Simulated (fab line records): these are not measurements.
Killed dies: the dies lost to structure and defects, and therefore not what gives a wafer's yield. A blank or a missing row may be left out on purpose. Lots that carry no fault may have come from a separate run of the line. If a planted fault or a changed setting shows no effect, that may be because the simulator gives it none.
Chamber matching | flow n5_finfet | N5_BEOL_M6_PECVD_70 on pecvd-01 has 3 sister chambers
The step deposits SiO2 from TEOS/O2, target thk 20 nm, time 22.7 s. 6 wafers are shown with their chamber, then 8 later ones without.

## EACH WAFER AND ITS CHAMBER
wafer  | chamber | throttle_valve_pct (%) | showerhead_plenum_p_Torr (Torr)
L175.3 | 2       | 20.3                   | 8.81
L176.4 | 0       | 21.9                   | 8.79
L181.1 | 1       | 23.0                   | 8.74
L181.3 | 2       | 19.9                   | 8.79
L181.6 | 1       | 23.0                   | 8.75
L184.2 | 0       | 21.7                   | 8.79

## WAFERS WITHOUT THEIR CHAMBER
wafer  | throttle_valve_pct (%) | showerhead_plenum_p_Torr (Torr)
L184.3 | 21.9                   | 8.79
L184.4 | 19.9                   | 8.79
L186.1 | 20.0                   | 8.78
L186.2 | 21.9                   | 8.80
L186.5 | 21.9                   | 8.79
L189.2 | 22.2                   | 8.79
L189.3 | 20.1                   | 8.79
L189.6 | 22.0                   | 8.81

## CHAMBER TAKEN BY EACH
wafer  | from the rows above | in truth
L184.3 | 0                   | 0
L184.4 | 2                   | 2
L186.1 | 2                   | 2
L186.2 | 0                   | 0
L186.5 | 0                   | 0
L189.2 | 0                   | 0
L189.3 | 2                   | 2
L189.6 | 0                   | 0
Correctly placed: 8 of 8. Can't be placed from these rows: 0. Placed wrongly: 0.
How it was worked out, from the rows above alone: a wafer's distance from a chamber is the root of the sum, over the readings, of the square of ((its reading less the chamber's mean) divided by the reading's scatter). The wafer belongs to the nearest chamber; if the next one is less than 2 further off, it can't be placed. For every chamber, the mean is computed from those of its wafers that are shown. The scatter: the root of (the sum of the squares of (reading less its chamber's mean) over the shown wafers, divided by (wafers less chambers)).
